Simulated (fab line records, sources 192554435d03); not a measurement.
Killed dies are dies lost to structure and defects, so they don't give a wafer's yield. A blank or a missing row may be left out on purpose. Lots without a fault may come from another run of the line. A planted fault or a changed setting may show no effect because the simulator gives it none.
A struck lot beside a sound one | flow n5_finfet | 16 steps out of a route of 1938
Sound: wafers L700.1, L700.2, L700.4. Struck: wafers L707.3, L707.4, L707.6. The cause comes at the end.
At each step with rows: each side's tool, then ch and its chambers, then its first start. Under that, the readings that differ: sound wafers | struck wafers | difference of the means | sigmas: that difference in standard deviations of wafers without a fault.
alike: readings whose means differ by less than 2 such deviations, and words and numbers that are the same on both sides. not compared: withheld readings, readings that some wafer has no value for, bounds like >300 that may hide the same value, and numbers for which the record gives no deviation and whose values overlap.
The two part at a step that has a row with sigmas, a row that says differs or no value, or rows on one side only. Numbers that don't overlap but have no deviation are shown without sigmas and don't part them. A reading that every wafer of one side lacks parts them only if that side has two wafers or more.

N5_HKMG_FIN_ETCH_86: etches SOC in N2/H2, stops on TiN, target depth 393.2 nm.
  sound on rie_diel-06 ch 0,1,2, day 4 06:15; struck on rie_diel-04 ch 0,1,2, day 6 00:27
  alike: chamber_pressure_mTorr, drypump_motor_current_A, n2_flow_sccm, oes_product_au, rf_vpp_V, showerhead_plenum_p_Torr, throttle_valve_pct
  not compared: rf_hours_counter_h
then, 2 steps without rows for these wafers: N5_HKMG_FIN_STRIP_89 (strips SOC in N2/H2, time 20 s); N5_HKMG_FIN_WET_ETCH_87 (etches TiN in SC1, time 154.2 s, target depth 4.7 nm, rinse time 30 s).
N5_HKMG_FIN_STRIP_88: strips in N2/H2, time 360 s.
  sound on plasma_asher-02 ch 0,1, day 4 06:30; struck on plasma_asher-02 ch 0,1, day 6 00:49
  alike: drypump_motor_current_A, heater_power_w, n2_flow_sccm
  not compared: rf_hours_counter_h
then, 3 steps without rows for these wafers: N5_HKMG_FIN_NWFM_ALD_20 (deposits TiAlC, target thk 2 nm, pulse time 3 s, purge time 2 s); N5_HKMG_FIN_ALD_71 (deposits TiN, target thk 1 nm, pulse time 1 s, purge time 3 s); N5_HKMG_FIN_COAT_66 (time 60 s, resist thk 300 nm).
N5_HKMG_FIN_ETCH_67: etches SOC in N2/H2, stops on TiN, target depth 388.9 nm.
  sound on rie_diel-06 ch 0,2,3, day 4 07:20; struck on rie_diel-06 ch 1,3, day 6 01:31
  reading             | sound             | struck            | difference | sigmas
  n2_flow_sccm (sccm) | 199.3 198.8 199.1 | 201.1 200.1 199.5 | +1.2       | +2
  alike: chamber_pressure_mTorr, drypump_motor_current_A, oes_product_au, rf_vpp_V, showerhead_plenum_p_Torr, throttle_valve_pct
  not compared: rf_hours_counter_h
then, 2 steps without rows for these wafers: N5_HKMG_FIN_STRIP_90 (strips SOC in N2/H2, time 20 s); N5_HKMG_FIN_WET_ETCH_73 (etches the open film in SC1, time 42.3 s, target depth 1.3 nm, rinse time 30 s).
N5_HKMG_FIN_ETCHBACK_68: etches the open film in Cl2/Ar, stops on HfO2, target depth 0.5 nm.
  sound on rie_metal-01 ch 0,1, day 4 07:33; struck on rie_metal-02 ch 0,1, day 6 01:47
  reading                     | sound          | struck         | difference | sigmas
  drypump_motor_current_A (A) | 5.56 5.86 5.89 | 5.47 5.28 5.28 | -0.43      | -2
  alike: chamber_pressure_mTorr, mfc_ar_sccm, oes_product_au, throttle_valve_pct
  not compared: rf_hours_counter_h
N5_HKMG_FIN_STRIP_69: strips in N2/H2, time 360 s.
  sound on plasma_asher-01 ch 0,1, day 4 07:41; struck on plasma_asher-01 ch 0,1, day 6 02:00
  alike: drypump_motor_current_A, heater_power_w, n2_flow_sccm
  not compared: rf_hours_counter_h
N5_HKMG_FIN_ALD_21: deposits TiN, target thk 1.5 nm, pulse time 1 s, purge time 3 s.
  sound on ald_metal-03 ch 0,1,2, day 4 08:05; struck on ald_metal-03 ch 1,2,3, day 6 02:19
  reading              | sound                | struck               | difference | sigmas
  susceptor_temp_C (C) | 400.28 399.68 400.04 | 395.40 395.38 395.50 | -4.57      | -20
  alike: heater_power_w, precursor_pulse_height_rel
then, 1 step without rows for these wafers: N5_HKMG_FIN_ALD_72 (deposits W, target thk 2 nm, pulse time 1 s, purge time 2 s).
-- the record jumps here: 4 days lie between the struck wafers' starts before and after (it left off in module HKMG_FIN and takes up again in module BEOL_M4, whose first step shown is number 1111 of the route) --
N5_BEOL_M4_RC_MEAS_101:
  sound on prober-01 ch 0, day 7 17:04; struck on prober-02 ch 0, day 9 20:59
  alike: DIBL_N, DIBL_P, IOFF_N, IOFF_P, ION_N, ION_P, SS_N, SS_P, VT_N, VT_P
-- the record jumps here: 4 days lie between the struck wafers' starts before and after (it left off in module BEOL_M4 and takes up again in module PASSIVATION, whose first step shown is number 1936 of the route) --
N5_PASSIVATION_PROBE_49:
  sound on prober-01, day 12 00:26; struck on prober-02, day 13 22:23
  reading             | sound    | struck   | difference | sigmas
  killed_at_front_end | 41 27 20 | 66 55 54 | +29        | +3
  alike: defect_limited_yield, killed_at_M0_to_M3, killed_at_M4_up, killed_at_contacts, killed_at_other, killed_dies, killed_on_rim, killed_open, killed_short, sort_bin_5_function, sort_bin_6_memory, sort_bin_8_speed, sort_n_pass, sort_yield_pct

WHERE THEY PART
First at N5_HKMG_FIN_ETCH_67; last, within this record, at N5_PASSIVATION_PROBE_49.

WHY: what the simulator had put in
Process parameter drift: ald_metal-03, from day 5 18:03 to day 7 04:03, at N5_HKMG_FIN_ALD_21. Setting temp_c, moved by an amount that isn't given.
